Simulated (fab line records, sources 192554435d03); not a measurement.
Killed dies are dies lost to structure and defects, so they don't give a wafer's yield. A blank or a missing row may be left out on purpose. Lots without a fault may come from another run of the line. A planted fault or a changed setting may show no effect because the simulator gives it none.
Which tool did it? | flow n5_finfet | 11 lots, 33 wafers sampled, at 3 steps of a route of 1938

WHAT THE GAUGES READ, wafer by wafer
N5_WELL_APT_INSPECT_27: inspects for defects (macro). Usual: raw_defect_count 1.9, standard deviation 1.3.
lot  | measured    | on                | raw_defect_count | flag
L698 | day 1 21:02 | defect_inspect-02 | 4 1 3            |
L699 | day 2 03:09 | defect_inspect-02 | 1 1 1            |
L700 | day 2 09:01 | defect_inspect-02 | 0 1 2            |
L701 | day 2 14:58 | defect_inspect-02 | 3 1 0            |
L704 | day 3 09:07 | defect_inspect-01 | 2 2 4            |
L705 | day 3 15:16 | defect_inspect-02 | 1 2 0            |
L713 | day 5 15:26 | defect_inspect-01 | 5 3 2            |
L714 | day 5 21:07 | defect_inspect-02 | 3 2 1            |
L718 | day 6 21:20 | defect_inspect-01 | 3 2 1            |
L719 | day 7 03:12 | defect_inspect-02 | 2 3 3            |
L720 | day 7 09:43 | defect_inspect-01 | 0 0 0            |

WHICH TOOL RAN EACH LOT (tool, then ch and the chambers of the sampled wafers, then the start)
lot  | N5_ZERO_LAYER_DESCUM_16           | N5_ZERO_LAYER_STRIP_19
L698 | rie_diel-04 ch 1,3, day 1 18:42   | wet_bench-06 ch 1,2,3, day 1 19:00
L699 | rie_diel-04 ch 1,3, day 2 00:54   | wet_bench-04 ch 2,5,6, day 2 01:12
L700 | rie_diel-02 ch 1,3, day 2 06:49   | wet_bench-04 ch 0,1,2, day 2 07:07
L701 | rie_diel-06 ch 0,2,3, day 2 12:42 | wet_bench-05 ch 0,2,5, day 2 13:00
L704 | rie_diel-02 ch 0,1,3, day 3 06:49 | wet_bench-06 ch 5,6,7, day 3 07:07
L705 | rie_diel-02 ch 0,1,3, day 3 12:49 | wet_bench-06 ch 0,1,2, day 3 13:22
L713 | rie_diel-04 ch 0,1,3, day 5 12:50 | wet_bench-06 ch 2,3,7, day 5 13:08
L714 | rie_diel-06 ch 0,2,3, day 5 18:56 | wet_bench-06 ch 0,1,3, day 5 19:14
L718 | rie_diel-04 ch 1,2,3, day 6 18:42 | wet_bench-06 ch 2,3,5, day 6 19:00
L719 | rie_diel-04 ch 0,1,2, day 7 00:48 | wet_bench-05 ch 4,5,6, day 7 01:09
L720 | rie_diel-04 ch 1,3, day 7 07:16   | wet_bench-05 ch 0,2,7, day 7 07:49
- N5_ZERO_LAYER_DESCUM_16: chemistry O2, time 7.9 s.
- N5_ZERO_LAYER_STRIP_19: strips in SPM, time 900 s.

WHAT THE TOOLS THEMSELVES READ (means of the sampled wafers that have a number; where no wafer has one, the mark that the record gives instead)
N5_ZERO_LAYER_DESCUM_16. Usual: drypump_motor_current_A 5.8 A, standard deviation 0.58; oes_product_au 0.82 a.u., standard deviation 0.088; rf_vpp_V 243.0 V, standard deviation 1.4; showerhead_plenum_p_Torr 2.08 Torr, standard deviation 0.06; throttle_valve_pct 20.42 %, standard deviation 0.23.
lot  | tool        | drypump_motor_current_A (A) | oes_product_au (a.u.) | rf_vpp_V (V) | showerhead_plenum_p_Torr (Torr) | throttle_valve_pct (%) | flag
L698 | rie_diel-04 | 5.4                         | 0.79                  | 242.7        | 2.08                            | 20.63                  |
L699 | rie_diel-04 | 5.4                         | 0.78                  | 242.9        | 2.08                            | 20.62                  |
L700 | rie_diel-02 | 6.5                         | 0.81                  | 244.2        | 2.14                            | 20.25                  |
L701 | rie_diel-06 | 5.7                         | 0.76                  | 243.0        | 2.09                            | 20.49                  |
L704 | rie_diel-02 | 6.2                         | 0.85                  | 243.9        | 2.12                            | 20.31                  |
L705 | rie_diel-02 | 6.2                         | 0.84                  | 243.4        | 2.12                            | 20.31                  |
L713 | rie_diel-04 | 5.6                         | 0.90                  | 243.2        | 2.08                            | 20.41                  |
L714 | rie_diel-06 | 5.7                         | 0.74                  | 243.0        | 2.08                            | 20.54                  |
L718 | rie_diel-04 | 5.3                         | 0.81                  | 241.9        | 2.06                            | 20.49                  |
L719 | rie_diel-04 | 5.4                         | 0.85                  | 243.0        | 2.06                            | 20.39                  |
L720 | rie_diel-04 | 5.4                         | 0.83                  | 242.0        | 2.07                            | 20.52                  |

N5_ZERO_LAYER_STRIP_19. Usual: bath_guard_temp_C 130.2 C, standard deviation 0.44; bath_heat_duty_pct 15.1 %, standard deviation 1.4.
lot  | tool         | bath_guard_temp_C (C) | bath_heat_duty_pct (%) | flag
L698 | wet_bench-06 | 130.6                 | 17.2                   |
L699 | wet_bench-04 | 130.3                 | 14.5                   |
L700 | wet_bench-04 | 130.2                 | 13.9                   |
L701 | wet_bench-05 | 130.0                 | 14.1                   |
L704 | wet_bench-06 | 130.4                 | 14.5                   |
L705 | wet_bench-06 | 130.3                 | 15.2                   |
L713 | wet_bench-06 | -                     | -                      | OFF
L714 | wet_bench-06 | -                     | -                      | OFF
L718 | wet_bench-06 | 130.9                 | 15.9                   |
L719 | wet_bench-05 | 129.7                 | 14.9                   |
L720 | wet_bench-05 | 130.2                 | 14.6                   |

THE ANSWER, worked out from the rows above alone
Rule: a lot is off if the mean of its wafers that have a number lies more than 3 standard deviations from the usual mean. A lot without any number at a reading at which 4 lots or more have one is off too. The other lots that the step has rows for count as sound. The gauges are gone through in route order, then the tools' own readings, and for those a lot's mean is taken as printed above. The first step at which some lot is off is used, and at that step the reading that is off furthest; a lot without a number counts as furthest.
Off: L713, L714, at N5_ZERO_LAYER_STRIP_19 (bath_guard_temp_C). Without a number there: L713, L714.
A tool fits if, at that step or a process step before it, it ran every lot that is off, and no sound lot after the first of them. None of those tried fits.

WHAT THE SIMULATOR HAD PUT IN
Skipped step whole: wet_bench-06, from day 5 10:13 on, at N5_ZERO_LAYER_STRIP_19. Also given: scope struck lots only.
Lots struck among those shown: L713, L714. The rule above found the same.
